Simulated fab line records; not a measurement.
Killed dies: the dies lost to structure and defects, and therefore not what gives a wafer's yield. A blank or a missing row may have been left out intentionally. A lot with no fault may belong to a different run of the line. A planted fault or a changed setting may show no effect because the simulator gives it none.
Which tool was responsible? || flow n5 finfet || Sampling: 24 lots, 72 wafers, 5 of 1938 route steps

## WHAT THE GAUGES READ, wafer by wafer
N5_BEOL_M0_SAQP_INSPECT_42: inspects for defects (brightfield).
{"lot": "L075", "measured": "day 6 02:30", "on": "defect inspect-01", "raw defect count": "313 215 274"}
{"lot": "L074", "measured": "day 6 06:20", "on": "defect inspect-02", "raw defect count": "329 432 325"}
{"lot": "L076", "measured": "day 6 10:30", "on": "defect inspect-01", "raw defect count": "285 259 202"}
{"lot": "L077", "measured": "day 6 16:44", "on": "defect inspect-02", "raw defect count": "337 321 226"}
{"lot": "L078", "measured": "day 6 23:38", "on": "defect inspect-02", "raw defect count": "253 259 165"}
{"lot": "L079", "measured": "day 7 02:11", "on": "defect inspect-01", "raw defect count": "169 216 152"}
{"lot": "L080", "measured": "day 7 05:49", "on": "defect inspect-02", "raw defect count": "330 278 278"}
{"lot": "L081", "measured": "day 7 13:48", "on": "defect inspect-02", "raw defect count": "413 489 379"}
{"lot": "L082", "measured": "day 7 18:20", "on": "defect inspect-02", "raw defect count": "521 473 369"}
{"lot": "L083", "measured": "day 8 04:24", "on": "defect inspect-02", "raw defect count": "310 221 359"}
{"lot": "L084", "measured": "day 8 14:29", "on": "defect inspect-01", "raw defect count": "296 317 259"}
{"lot": "L087", "measured": "day 9 06:14", "on": "defect inspect-02", "raw defect count": "193 257 224"}
{"lot": "L085", "measured": "day 9 14:53", "on": "defect inspect-01", "raw defect count": "246 208 218"}
{"lot": "L086", "measured": "day 9 15:29", "on": "defect inspect-02", "raw defect count": "235 294 336"}
{"lot": "L088", "measured": "day 10 00:22", "on": "defect inspect-01", "raw defect count": "425 328 364"}
{"lot": "L089", "measured": "day 10 04:29", "on": "defect inspect-02", "raw defect count": "410 344 425"}
{"lot": "L091", "measured": "day 10 05:48", "on": "defect inspect-01", "raw defect count": "438 386 334"}
{"lot": "L090", "measured": "day 10 08:10", "on": "defect inspect-02", "raw defect count": "297 200 264"}
{"lot": "L092", "measured": "day 10 13:23", "on": "defect inspect-02", "raw defect count": "296 223 232"}
{"lot": "L093", "measured": "day 10 14:37", "on": "defect inspect-01", "raw defect count": "305 159 158"}
{"lot": "L094", "measured": "day 10 20:52", "on": "defect inspect-02", "raw defect count": "316 448 426"}
{"lot": "L095", "measured": "day 10 21:21", "on": "defect inspect-01", "raw defect count": "457 576 275"}
{"lot": "L096", "measured": "day 11 03:45", "on": "defect inspect-01", "raw defect count": "325 311 308"}
{"lot": "L097", "measured": "day 11 15:55", "on": "defect inspect-01", "raw defect count": "383 336 291"}

## WHICH TOOL RAN EACH LOT (tool, then ch and the chambers of the sampled wafers, then the start)
{"lot": "L075", "N5_MOL_CONTACT_COAG_DESCUM_45": "rie diel-03 ch 0,1, day 5 15:14", "N5_MOL_CONTACT_COAG_STRIP_49": "plasma asher-02 ch 0,1, day 5 16:54", "N5_BEOL_M0_SAQP_PECVD_00": "pecvd-01 ch 0,1,2, day 5 21:10", "N5_BEOL_M0_SAQP_RECESS_104": "vapor etch-01 ch 0,1, day 6 00:19"}
{"lot": "L074", "N5_MOL_CONTACT_COAG_DESCUM_45": "rie diel-05 ch 2,3, day 5 19:53", "N5_MOL_CONTACT_COAG_STRIP_49": "plasma asher-01 ch 0,1, day 5 20:38", "N5_BEOL_M0_SAQP_PECVD_00": "pecvd-01 ch 1,2, day 6 00:54", "N5_BEOL_M0_SAQP_RECESS_104": "vapor etch-02 ch 0,1, day 6 04:18"}
{"lot": "L076", "N5_MOL_CONTACT_COAG_DESCUM_45": "rie diel-05 ch 0,3, day 5 22:49", "N5_MOL_CONTACT_COAG_STRIP_49": "plasma asher-01 ch 0,1, day 5 23:32", "N5_BEOL_M0_SAQP_PECVD_00": "pecvd-02 ch 0,2, day 6 03:55", "N5_BEOL_M0_SAQP_RECESS_104": "vapor etch-01 ch 0,1, day 6 08:24"}
{"lot": "L077", "N5_MOL_CONTACT_COAG_DESCUM_45": "rie diel-05 ch 0,2,3, day 6 05:11", "N5_MOL_CONTACT_COAG_STRIP_49": "plasma asher-01 ch 0,1, day 6 05:52", "N5_BEOL_M0_SAQP_PECVD_00": "pecvd-02 ch 0,1,2, day 6 10:08", "N5_BEOL_M0_SAQP_RECESS_104": "vapor etch-02 ch 0,1, day 6 14:00"}
{"lot": "L078", "N5_MOL_CONTACT_COAG_DESCUM_45": "rie diel-04 ch 0,2,3, day 6 11:16", "N5_MOL_CONTACT_COAG_STRIP_49": "plasma asher-02 ch 0,1, day 6 12:29", "N5_BEOL_M0_SAQP_PECVD_00": "pecvd-01 ch 0,1,2, day 6 16:46", "N5_BEOL_M0_SAQP_RECESS_104": "vapor etch-01 ch 0,1, day 6 21:44"}
{"lot": "L079", "N5_MOL_CONTACT_COAG_DESCUM_45": "rie diel-05 ch 0,1,3, day 6 15:00", "N5_MOL_CONTACT_COAG_STRIP_49": "plasma asher-02 ch 0,1, day 6 15:41", "N5_BEOL_M0_SAQP_PECVD_00": "pecvd-01 ch 0,2, day 6 20:36", "N5_BEOL_M0_SAQP_RECESS_104": "vapor etch-01 ch 0,1, day 7 00:16"}
{"lot": "L080", "N5_MOL_CONTACT_COAG_DESCUM_45": "rie diel-03 ch 0,2,3, day 6 16:34", "N5_MOL_CONTACT_COAG_STRIP_49": "plasma asher-01 ch 1, day 6 17:14", "N5_BEOL_M0_SAQP_PECVD_00": "pecvd-01 ch 1,2, day 6 23:36", "N5_BEOL_M0_SAQP_RECESS_104": "vapor etch-02 ch 0,1, day 7 02:50"}
{"lot": "L081", "N5_MOL_CONTACT_COAG_DESCUM_45": "rie diel-05 ch 0,2,3, day 7 03:19", "N5_MOL_CONTACT_COAG_STRIP_49": "plasma asher-01 ch 0,1, day 7 04:46", "N5_BEOL_M0_SAQP_PECVD_00": "pecvd-01 ch 0,1, day 7 09:02", "N5_BEOL_M0_SAQP_RECESS_104": "vapor etch-02 ch 0,1, day 7 11:54"}
{"lot": "L082", "N5_MOL_CONTACT_COAG_DESCUM_45": "rie diel-05 ch 1,2,3, day 7 07:13", "N5_MOL_CONTACT_COAG_STRIP_49": "plasma asher-02 ch 0,1, day 7 07:53", "N5_BEOL_M0_SAQP_PECVD_00": "pecvd-02 ch 0,1,2, day 7 12:10", "N5_BEOL_M0_SAQP_RECESS_104": "vapor etch-02 ch 0,1, day 7 16:26"}
{"lot": "L083", "N5_MOL_CONTACT_COAG_DESCUM_45": "rie diel-05 ch 1,2,3, day 7 17:37", "N5_MOL_CONTACT_COAG_STRIP_49": "plasma asher-01 ch 0,1, day 7 18:39", "N5_BEOL_M0_SAQP_PECVD_00": "pecvd-02 ch 0,1, day 7 22:56", "N5_BEOL_M0_SAQP_RECESS_104": "vapor etch-02 ch 0,1, day 8 02:14"}
{"lot": "L084", "N5_MOL_CONTACT_COAG_DESCUM_45": "rie diel-05 ch 0,1,2, day 8 00:56", "N5_MOL_CONTACT_COAG_STRIP_49": "plasma asher-02 ch 0,1, day 8 01:56", "N5_BEOL_M0_SAQP_PECVD_00": "pecvd-03 ch 0,1, day 8 06:14", "N5_BEOL_M0_SAQP_RECESS_104": "vapor etch-01 ch 1, day 8 10:43"}
{"lot": "L087", "N5_MOL_CONTACT_COAG_DESCUM_45": "rie diel-03 ch 1,2, day 8 16:46", "N5_MOL_CONTACT_COAG_STRIP_49": "plasma asher-01 ch 0,1, day 8 17:46", "N5_BEOL_M0_SAQP_PECVD_00": "pecvd-01 ch 0,1, day 8 22:04", "N5_BEOL_M0_SAQP_RECESS_104": "vapor etch-01 ch 0,1, day 9 04:25"}
{"lot": "L085", "N5_MOL_CONTACT_COAG_DESCUM_45": "rie diel-05 ch 0,1,2, day 8 21:10", "N5_MOL_CONTACT_COAG_STRIP_49": "plasma asher-02 ch 0,1, day 8 21:58", "N5_BEOL_M0_SAQP_PECVD_00": "pecvd-01 ch 0,1,2, day 9 02:14", "N5_BEOL_M0_SAQP_RECESS_104": "vapor etch-02 ch 0,1, day 9 09:35"}
{"lot": "L086", "N5_MOL_CONTACT_COAG_DESCUM_45": "rie diel-05 ch 2,3, day 8 21:45", "N5_MOL_CONTACT_COAG_STRIP_49": "plasma asher-01 ch 0,1, day 8 22:38", "N5_BEOL_M0_SAQP_PECVD_00": "pecvd-03 ch 1,2, day 9 05:15", "N5_BEOL_M0_SAQP_RECESS_104": "vapor etch-02 ch 0,1, day 9 11:53"}
{"lot": "L088", "N5_MOL_CONTACT_COAG_DESCUM_45": "rie diel-03 ch 1,3, day 9 12:59", "N5_MOL_CONTACT_COAG_STRIP_49": "plasma asher-02 ch 0,1, day 9 14:01", "N5_BEOL_M0_SAQP_PECVD_00": "pecvd-03 ch 0,1,2, day 9 18:18", "N5_BEOL_M0_SAQP_RECESS_104": "vapor etch-01 ch 0,1, day 9 22:08"}
{"lot": "L089", "N5_MOL_CONTACT_COAG_DESCUM_45": "rie diel-04 ch 1,3, day 9 14:16", "N5_MOL_CONTACT_COAG_STRIP_49": "plasma asher-01 ch 0,1, day 9 15:26", "N5_BEOL_M0_SAQP_PECVD_00": "pecvd-01 ch 0,2, day 9 21:20", "N5_BEOL_M0_SAQP_RECESS_104": "vapor etch-01 ch 0,1, day 10 02:43"}
{"lot": "L091", "N5_MOL_CONTACT_COAG_DESCUM_45": "rie diel-04 ch 0,1,3, day 9 18:25", "N5_MOL_CONTACT_COAG_STRIP_49": "plasma asher-02 ch 0,1, day 9 19:08", "N5_BEOL_M0_SAQP_PECVD_00": "pecvd-02 ch 1,2, day 10 00:19", "N5_BEOL_M0_SAQP_RECESS_104": "vapor etch-02 ch 0,1, day 10 03:42"}
{"lot": "L090", "N5_MOL_CONTACT_COAG_DESCUM_45": "rie diel-03 ch 1,2,3, day 9 19:04", "N5_MOL_CONTACT_COAG_STRIP_49": "plasma asher-02 ch 0, day 9 19:45", "N5_BEOL_M0_SAQP_PECVD_00": "pecvd-01 ch 1,2, day 10 03:18", "N5_BEOL_M0_SAQP_RECESS_104": "vapor etch-01 ch 0,1, day 10 06:11"}
{"lot": "L092", "N5_MOL_CONTACT_COAG_DESCUM_45": "rie diel-03 ch 0,1,2, day 10 00:22", "N5_MOL_CONTACT_COAG_STRIP_49": "plasma asher-02 ch 0,1, day 10 01:02", "N5_BEOL_M0_SAQP_PECVD_00": "pecvd-01 ch 0,1,2, day 10 06:19", "N5_BEOL_M0_SAQP_RECESS_104": "vapor etch-02 ch 0, day 10 10:46"}
{"lot": "L093", "N5_MOL_CONTACT_COAG_DESCUM_45": "rie diel-05 ch 0,1,2, day 10 02:26", "N5_MOL_CONTACT_COAG_STRIP_49": "plasma asher-02 ch 0,1, day 10 03:08", "N5_BEOL_M0_SAQP_PECVD_00": "pecvd-03 ch 0,1,2, day 10 09:18", "N5_BEOL_M0_SAQP_RECESS_104": "vapor etch-02 ch 0,1, day 10 12:34"}
{"lot": "L094", "N5_MOL_CONTACT_COAG_DESCUM_45": "rie diel-04 ch 1,2, day 10 07:32", "N5_MOL_CONTACT_COAG_STRIP_49": "plasma asher-02 ch 0,1, day 10 08:12", "N5_BEOL_M0_SAQP_PECVD_00": "pecvd-02 ch 0,1,2, day 10 12:32", "N5_BEOL_M0_SAQP_RECESS_104": "vapor etch-01 ch 0,1, day 10 17:25"}
{"lot": "L095", "N5_MOL_CONTACT_COAG_DESCUM_45": "rie diel-05 ch 0,1,2, day 10 07:49", "N5_MOL_CONTACT_COAG_STRIP_49": "plasma asher-01 ch 0,1, day 10 08:31", "N5_BEOL_M0_SAQP_PECVD_00": "pecvd-01 ch 0,1,2, day 10 15:33", "N5_BEOL_M0_SAQP_RECESS_104": "vapor etch-01 ch 0,1, day 10 19:01"}
{"lot": "L096", "N5_MOL_CONTACT_COAG_DESCUM_45": "rie diel-05 ch 2,3, day 10 17:07", "N5_MOL_CONTACT_COAG_STRIP_49": "plasma asher-01 ch 0,1, day 10 17:49", "N5_BEOL_M0_SAQP_PECVD_00": "pecvd-02 ch 0,1,2, day 10 22:07", "N5_BEOL_M0_SAQP_RECESS_104": "vapor etch-02 ch 0,1, day 11 01:58"}
{"lot": "L097", "N5_MOL_CONTACT_COAG_DESCUM_45": "rie diel-05 ch 0,2, day 11 01:20", "N5_MOL_CONTACT_COAG_STRIP_49": "plasma asher-01 ch 0,1, day 11 02:19", "N5_BEOL_M0_SAQP_PECVD_00": "pecvd-02 ch 0,1,2, day 11 06:38", "N5_BEOL_M0_SAQP_RECESS_104": "vapor etch-02 ch 0,1, day 11 12:02"}
- N5_MOL_CONTACT_COAG_DESCUM_45: chemistry O2, time 7 s.
- N5_MOL_CONTACT_COAG_STRIP_49: strips in N2/H2, time 30 s.
- N5_BEOL_M0_SAQP_PECVD_00: deposits SiCN from 3MS/NH3, target thk 8 nm, time 14 s.
- N5_BEOL_M0_SAQP_RECESS_104: chemistry HF/NH3, target SiO2, target depth 18 nm, afs cycles 3, sublimation time 60 s.

## AS READ BY THE TOOLS THEMSELVES (means over the sampled wafers that have a number; for cases with no such wafer, the mark the record gives instead)
N5_MOL_CONTACT_COAG_DESCUM_45.
{"lot": "L075", "tool": "rie diel-03", "drypump motor current A (A)": 6.0, "oes product au (a.u.)": 0.73, "rf fwd power W (W)": 49.32, "rf vpp V (V)": 242.7, "showerhead plenum p Torr (Torr)": 2.10, "throttle valve pct (%)": 20.56}
{"lot": "L074", "tool": "rie diel-05", "drypump motor current A (A)": 5.6, "oes product au (a.u.)": 0.74, "rf fwd power W (W)": 49.77, "rf vpp V (V)": 242.9, "showerhead plenum p Torr (Torr)": 2.12, "throttle valve pct (%)": 20.81}
{"lot": "L076", "tool": "rie diel-05", "drypump motor current A (A)": 5.9, "oes product au (a.u.)": 0.73, "rf fwd power W (W)": 49.51, "rf vpp V (V)": 242.6, "showerhead plenum p Torr (Torr)": 2.08, "throttle valve pct (%)": 20.75}
{"lot": "L077", "tool": "rie diel-05", "drypump motor current A (A)": 5.7, "oes product au (a.u.)": 0.74, "rf fwd power W (W)": 49.54, "rf vpp V (V)": 242.4, "showerhead plenum p Torr (Torr)": 2.09, "throttle valve pct (%)": 20.70}
{"lot": "L078", "tool": "rie diel-04", "drypump motor current A (A)": 5.5, "oes product au (a.u.)": 0.82, "rf fwd power W (W)": 49.43, "rf vpp V (V)": 244.3, "showerhead plenum p Torr (Torr)": 2.13, "throttle valve pct (%)": 20.61}
{"lot": "L079", "tool": "rie diel-05", "drypump motor current A (A)": 5.7, "oes product au (a.u.)": 0.81, "rf fwd power W (W)": 49.17, "rf vpp V (V)": 242.9, "showerhead plenum p Torr (Torr)": 2.09, "throttle valve pct (%)": 20.67}
{"lot": "L080", "tool": "rie diel-03", "drypump motor current A (A)": 5.5, "oes product au (a.u.)": 0.78, "rf fwd power W (W)": 49.26, "rf vpp V (V)": 244.3, "showerhead plenum p Torr (Torr)": 2.12, "throttle valve pct (%)": 20.55}
{"lot": "L081", "tool": "rie diel-05", "drypump motor current A (A)": 5.7, "oes product au (a.u.)": 0.74, "rf fwd power W (W)": 49.50, "rf vpp V (V)": 242.8, "showerhead plenum p Torr (Torr)": 2.09, "throttle valve pct (%)": 20.70}
{"lot": "L082", "tool": "rie diel-05", "drypump motor current A (A)": 5.5, "oes product au (a.u.)": 0.81, "rf fwd power W (W)": 49.40, "rf vpp V (V)": 243.2, "showerhead plenum p Torr (Torr)": 2.14, "throttle valve pct (%)": 20.74}
{"lot": "L083", "tool": "rie diel-05", "drypump motor current A (A)": 5.5, "oes product au (a.u.)": 0.81, "rf fwd power W (W)": 49.38, "rf vpp V (V)": 243.9, "showerhead plenum p Torr (Torr)": 2.13, "throttle valve pct (%)": 20.75}
{"lot": "L084", "tool": "rie diel-05", "drypump motor current A (A)": 5.5, "oes product au (a.u.)": 0.80, "rf fwd power W (W)": 49.38, "rf vpp V (V)": 243.1, "showerhead plenum p Torr (Torr)": 2.10, "throttle valve pct (%)": 20.64}
{"lot": "L087", "tool": "rie diel-03", "drypump motor current A (A)": 5.7, "oes product au (a.u.)": 0.73, "rf fwd power W (W)": 49.45, "rf vpp V (V)": 244.1, "showerhead plenum p Torr (Torr)": 2.15, "throttle valve pct (%)": 20.68}
{"lot": "L085", "tool": "rie diel-05", "drypump motor current A (A)": 5.5, "oes product au (a.u.)": 0.79, "rf fwd power W (W)": 49.19, "rf vpp V (V)": 242.9, "showerhead plenum p Torr (Torr)": 2.10, "throttle valve pct (%)": 20.65}
{"lot": "L086", "tool": "rie diel-05", "drypump motor current A (A)": 5.5, "oes product au (a.u.)": 0.73, "rf fwd power W (W)": 49.79, "rf vpp V (V)": 242.7, "showerhead plenum p Torr (Torr)": 2.13, "throttle valve pct (%)": 20.80}
{"lot": "L088", "tool": "rie diel-03", "drypump motor current A (A)": 5.7, "oes product au (a.u.)": 0.86, "rf fwd power W (W)": 49.28, "rf vpp V (V)": 243.5, "showerhead plenum p Torr (Torr)": 2.13, "throttle valve pct (%)": 20.49}
{"lot": "L089", "tool": "rie diel-04", "drypump motor current A (A)": 6.0, "oes product au (a.u.)": 0.74, "rf fwd power W (W)": 49.61, "rf vpp V (V)": 243.1, "showerhead plenum p Torr (Torr)": 2.11, "throttle valve pct (%)": 20.56}
{"lot": "L091", "tool": "rie diel-04", "drypump motor current A (A)": 5.5, "oes product au (a.u.)": 0.78, "rf fwd power W (W)": 49.58, "rf vpp V (V)": 242.7, "showerhead plenum p Torr (Torr)": 2.10, "throttle valve pct (%)": 20.52}
{"lot": "L090", "tool": "rie diel-03", "drypump motor current A (A)": 5.7, "oes product au (a.u.)": 0.79, "rf fwd power W (W)": 49.32, "rf vpp V (V)": 243.7, "showerhead plenum p Torr (Torr)": 2.14, "throttle valve pct (%)": 20.59}
{"lot": "L092", "tool": "rie diel-03", "drypump motor current A (A)": 5.8, "oes product au (a.u.)": 0.81, "rf fwd power W (W)": 49.33, "rf vpp V (V)": 243.5, "showerhead plenum p Torr (Torr)": 2.11, "throttle valve pct (%)": 20.52}
{"lot": "L093", "tool": "rie diel-05", "drypump motor current A (A)": 5.5, "oes product au (a.u.)": 0.79, "rf fwd power W (W)": 49.26, "rf vpp V (V)": 242.6, "showerhead plenum p Torr (Torr)": 2.09, "throttle valve pct (%)": 20.65}
{"lot": "L094", "tool": "rie diel-04", "drypump motor current A (A)": 5.4, "oes product au (a.u.)": 0.85, "rf fwd power W (W)": 49.44, "rf vpp V (V)": 242.8, "showerhead plenum p Torr (Torr)": 2.03, "throttle valve pct (%)": 20.55}
{"lot": "L095", "tool": "rie diel-05", "drypump motor current A (A)": 5.5, "oes product au (a.u.)": 0.78, "rf fwd power W (W)": 49.21, "rf vpp V (V)": 242.9, "showerhead plenum p Torr (Torr)": 2.09, "throttle valve pct (%)": 20.67}
{"lot": "L096", "tool": "rie diel-05", "drypump motor current A (A)": 5.5, "oes product au (a.u.)": 0.72, "rf fwd power W (W)": 49.56, "rf vpp V (V)": 242.8, "showerhead plenum p Torr (Torr)": 2.13, "throttle valve pct (%)": 20.81}
{"lot": "L097", "tool": "rie diel-05", "drypump motor current A (A)": 5.8, "oes product au (a.u.)": 0.71, "rf fwd power W (W)": 49.30, "rf vpp V (V)": 241.2, "showerhead plenum p Torr (Torr)": 2.04, "throttle valve pct (%)": 20.64}

N5_MOL_CONTACT_COAG_STRIP_49.
{"lot": "L075", "tool": "plasma asher-02", "drypump motor current A (A)": 6.0, "heater power w (W)": 358, "n2 flow sccm (sccm)": 1753}
{"lot": "L074", "tool": "plasma asher-01", "drypump motor current A (A)": 5.9, "heater power w (W)": 311, "n2 flow sccm (sccm)": 1751}
{"lot": "L076", "tool": "plasma asher-01", "drypump motor current A (A)": 6.0, "heater power w (W)": 312, "n2 flow sccm (sccm)": 1749}
{"lot": "L077", "tool": "plasma asher-01", "drypump motor current A (A)": 5.9, "heater power w (W)": 313, "n2 flow sccm (sccm)": 1749}
{"lot": "L078", "tool": "plasma asher-02", "drypump motor current A (A)": 6.2, "heater power w (W)": 349, "n2 flow sccm (sccm)": 1744}
{"lot": "L079", "tool": "plasma asher-02", "drypump motor current A (A)": 5.9, "heater power w (W)": 358, "n2 flow sccm (sccm)": 1751}
{"lot": "L080", "tool": "plasma asher-01", "drypump motor current A (A)": 5.3, "heater power w (W)": 305, "n2 flow sccm (sccm)": 1747}
{"lot": "L081", "tool": "plasma asher-01", "drypump motor current A (A)": 6.0, "heater power w (W)": 307, "n2 flow sccm (sccm)": 1751}
{"lot": "L082", "tool": "plasma asher-02", "drypump motor current A (A)": 6.2, "heater power w (W)": 351, "n2 flow sccm (sccm)": 1744}
{"lot": "L083", "tool": "plasma asher-01", "drypump motor current A (A)": 6.0, "heater power w (W)": 313, "n2 flow sccm (sccm)": 1751}
{"lot": "L084", "tool": "plasma asher-02", "drypump motor current A (A)": 5.9, "heater power w (W)": 357, "n2 flow sccm (sccm)": 1754}
{"lot": "L087", "tool": "plasma asher-01", "drypump motor current A (A)": 5.7, "heater power w (W)": 310, "n2 flow sccm (sccm)": 1746}
{"lot": "L085", "tool": "plasma asher-02", "drypump motor current A (A)": 6.2, "heater power w (W)": 351, "n2 flow sccm (sccm)": 1752}
{"lot": "L086", "tool": "plasma asher-01", "drypump motor current A (A)": 6.0, "heater power w (W)": 312, "n2 flow sccm (sccm)": 1747}
{"lot": "L088", "tool": "plasma asher-02", "drypump motor current A (A)": 6.0, "heater power w (W)": 357, "n2 flow sccm (sccm)": 1752}
{"lot": "L089", "tool": "plasma asher-01", "drypump motor current A (A)": 5.6, "heater power w (W)": 310, "n2 flow sccm (sccm)": 1752}
{"lot": "L091", "tool": "plasma asher-02", "drypump motor current A (A)": 6.0, "heater power w (W)": 353, "n2 flow sccm (sccm)": 1751}
{"lot": "L090", "tool": "plasma asher-02", "drypump motor current A (A)": 6.4, "heater power w (W)": 347, "n2 flow sccm (sccm)": 1752}
{"lot": "L092", "tool": "plasma asher-02", "drypump motor current A (A)": 5.9, "heater power w (W)": 356, "n2 flow sccm (sccm)": 1757}
{"lot": "L093", "tool": "plasma asher-02", "drypump motor current A (A)": 6.2, "heater power w (W)": 353, "n2 flow sccm (sccm)": 1748}
{"lot": "L094", "tool": "plasma asher-02", "drypump motor current A (A)": 6.2, "heater power w (W)": 347, "n2 flow sccm (sccm)": 1748}
{"lot": "L095", "tool": "plasma asher-01", "drypump motor current A (A)": 5.7, "heater power w (W)": 311, "n2 flow sccm (sccm)": 1756}
{"lot": "L096", "tool": "plasma asher-01", "drypump motor current A (A)": 5.7, "heater power w (W)": 312, "n2 flow sccm (sccm)": 1747}
{"lot": "L097", "tool": "plasma asher-01", "drypump motor current A (A)": 5.6, "heater power w (W)": 312, "n2 flow sccm (sccm)": 1756}

N5_BEOL_M0_SAQP_PECVD_00.
{"lot": "L075", "tool": "pecvd-01", "rf fwd power W (W)": 199.4, "showerhead plenum p Torr (Torr)": 3.675, "throttle valve pct (%)": 9.4}
{"lot": "L074", "tool": "pecvd-01", "rf fwd power W (W)": 198.1, "showerhead plenum p Torr (Torr)": 3.668, "throttle valve pct (%)": 9.4}
{"lot": "L076", "tool": "pecvd-02", "rf fwd power W (W)": 198.4, "showerhead plenum p Torr (Torr)": 3.658, "throttle valve pct (%)": 9.3}
{"lot": "L077", "tool": "pecvd-02", "rf fwd power W (W)": 198.2, "showerhead plenum p Torr (Torr)": 3.662, "throttle valve pct (%)": 9.4}
{"lot": "L078", "tool": "pecvd-01", "rf fwd power W (W)": 198.5, "showerhead plenum p Torr (Torr)": 3.673, "throttle valve pct (%)": 9.4}
{"lot": "L079", "tool": "pecvd-01", "rf fwd power W (W)": 201.0, "showerhead plenum p Torr (Torr)": 3.671, "throttle valve pct (%)": 8.8}
{"lot": "L080", "tool": "pecvd-01", "rf fwd power W (W)": 199.1, "showerhead plenum p Torr (Torr)": 3.674, "throttle valve pct (%)": 9.0}
{"lot": "L081", "tool": "pecvd-01", "rf fwd power W (W)": 198.0, "showerhead plenum p Torr (Torr)": 3.672, "throttle valve pct (%)": 9.7}
{"lot": "L082", "tool": "pecvd-02", "rf fwd power W (W)": 198.5, "showerhead plenum p Torr (Torr)": 3.663, "throttle valve pct (%)": 9.3}
{"lot": "L083", "tool": "pecvd-02", "rf fwd power W (W)": 200.3, "showerhead plenum p Torr (Torr)": 3.664, "throttle valve pct (%)": 9.6}
{"lot": "L084", "tool": "pecvd-03", "rf fwd power W (W)": 199.0, "showerhead plenum p Torr (Torr)": 3.661, "throttle valve pct (%)": 9.2}
{"lot": "L087", "tool": "pecvd-01", "rf fwd power W (W)": 197.6, "showerhead plenum p Torr (Torr)": 3.675, "throttle valve pct (%)": 9.8}
{"lot": "L085", "tool": "pecvd-01", "rf fwd power W (W)": 198.6, "showerhead plenum p Torr (Torr)": 3.670, "throttle valve pct (%)": 9.4}
{"lot": "L086", "tool": "pecvd-03", "rf fwd power W (W)": 199.4, "showerhead plenum p Torr (Torr)": 3.665, "throttle valve pct (%)": 8.9}
{"lot": "L088", "tool": "pecvd-03", "rf fwd power W (W)": 199.4, "showerhead plenum p Torr (Torr)": 3.660, "throttle valve pct (%)": 8.6}
{"lot": "L089", "tool": "pecvd-01", "rf fwd power W (W)": 199.3, "showerhead plenum p Torr (Torr)": 3.671, "throttle valve pct (%)": 9.0}
{"lot": "L091", "tool": "pecvd-02", "rf fwd power W (W)": 197.8, "showerhead plenum p Torr (Torr)": 3.655, "throttle valve pct (%)": 9.0}
{"lot": "L090", "tool": "pecvd-01", "rf fwd power W (W)": 197.3, "showerhead plenum p Torr (Torr)": 3.673, "throttle valve pct (%)": 9.4}
{"lot": "L092", "tool": "pecvd-01", "rf fwd power W (W)": 199.0, "showerhead plenum p Torr (Torr)": 3.670, "throttle valve pct (%)": 9.5}
{"lot": "L093", "tool": "pecvd-03", "rf fwd power W (W)": 199.2, "showerhead plenum p Torr (Torr)": 3.664, "throttle valve pct (%)": 8.7}
{"lot": "L094", "tool": "pecvd-02", "rf fwd power W (W)": 198.6, "showerhead plenum p Torr (Torr)": 3.660, "throttle valve pct (%)": 9.5}
{"lot": "L095", "tool": "pecvd-01", "rf fwd power W (W)": 198.9, "showerhead plenum p Torr (Torr)": 3.674, "throttle valve pct (%)": 9.3}
{"lot": "L096", "tool": "pecvd-02", "rf fwd power W (W)": 199.2, "showerhead plenum p Torr (Torr)": 3.666, "throttle valve pct (%)": 9.3}
{"lot": "L097", "tool": "pecvd-02", "rf fwd power W (W)": 198.1, "showerhead plenum p Torr (Torr)": 3.662, "throttle valve pct (%)": 9.3}

N5_BEOL_M0_SAQP_RECESS_104.
{"lot": "L075", "tool": "vapor etch-01", "drypump motor current A (A)": 5.67, "foreline p Torr (Torr)": 0.1280}
{"lot": "L074", "tool": "vapor etch-02", "drypump motor current A (A)": 5.43, "foreline p Torr (Torr)": 0.1280}
{"lot": "L076", "tool": "vapor etch-01", "drypump motor current A (A)": 5.67, "foreline p Torr (Torr)": 0.1282}
{"lot": "L077", "tool": "vapor etch-02", "drypump motor current A (A)": 5.44, "foreline p Torr (Torr)": 0.1280}
{"lot": "L078", "tool": "vapor etch-01", "drypump motor current A (A)": 5.62, "foreline p Torr (Torr)": 0.1280}
{"lot": "L079", "tool": "vapor etch-01", "drypump motor current A (A)": 5.64, "foreline p Torr (Torr)": 0.1272}
{"lot": "L080", "tool": "vapor etch-02", "drypump motor current A (A)": 5.66, "foreline p Torr (Torr)": 0.1281}
{"lot": "L081", "tool": "vapor etch-02", "drypump motor current A (A)": 5.67, "foreline p Torr (Torr)": 0.1279}
{"lot": "L082", "tool": "vapor etch-02", "drypump motor current A (A)": 5.44, "foreline p Torr (Torr)": 0.1279}
{"lot": "L083", "tool": "vapor etch-02", "drypump motor current A (A)": 5.42, "foreline p Torr (Torr)": 0.1282}
{"lot": "L084", "tool": "vapor etch-01", "drypump motor current A (A)": 5.71, "foreline p Torr (Torr)": 0.1286}
{"lot": "L087", "tool": "vapor etch-01", "drypump motor current A (A)": 5.68, "foreline p Torr (Torr)": 0.1277}
{"lot": "L085", "tool": "vapor etch-02", "drypump motor current A (A)": 5.44, "foreline p Torr (Torr)": 0.1280}
{"lot": "L086", "tool": "vapor etch-02", "drypump motor current A (A)": 5.63, "foreline p Torr (Torr)": 0.1278}
{"lot": "L088", "tool": "vapor etch-01", "drypump motor current A (A)": 5.61, "foreline p Torr (Torr)": 0.1279}
{"lot": "L089", "tool": "vapor etch-01", "drypump motor current A (A)": 5.62, "foreline p Torr (Torr)": 0.1278}
{"lot": "L091", "tool": "vapor etch-02", "drypump motor current A (A)": 5.44, "foreline p Torr (Torr)": 0.1282}
{"lot": "L090", "tool": "vapor etch-01", "drypump motor current A (A)": 5.62, "foreline p Torr (Torr)": 0.1286}
{"lot": "L092", "tool": "vapor etch-02", "drypump motor current A (A)": 5.90, "foreline p Torr (Torr)": 0.1280}
{"lot": "L093", "tool": "vapor etch-02", "drypump motor current A (A)": 5.43, "foreline p Torr (Torr)": 0.1280}
{"lot": "L094", "tool": "vapor etch-01", "drypump motor current A (A)": 5.67, "foreline p Torr (Torr)": 0.1277}
{"lot": "L095", "tool": "vapor etch-01", "drypump motor current A (A)": 5.66, "foreline p Torr (Torr)": 0.1278}
{"lot": "L096", "tool": "vapor etch-02", "drypump motor current A (A)": 5.42, "foreline p Torr (Torr)": 0.1281}
{"lot": "L097", "tool": "vapor etch-02", "drypump motor current A (A)": 5.44, "foreline p Torr (Torr)": 0.1281}

## THE ANSWER, worked out from the rows above alone
Rule: the lots themselves supply what counts as usual. The widest of any qualifying gaps counts: lots, ordered by their means at a reading, are off when they make up no more than a third of the lots, leave a main group of 4 or more, and stand apart from it by 3 or more times the standard deviation of that group's means. A main group whose means are all the same, to the digits that the tables above print for the reading, isn't used. Also off: a lot with no number at a reading for which 4 or more lots have one. All remaining lots with rows at the step are treated as sound. Order of review: gauges by route order, followed by the tools' own readings, for which a lot's mean as printed above is used. The first step at which some lot is off is used, and at that step the reading that is off furthest; a lot without a number counts as furthest.
Nothing can be told from this: no lot is off at any reading shown.

## WHAT THE SIMULATOR PUT IN
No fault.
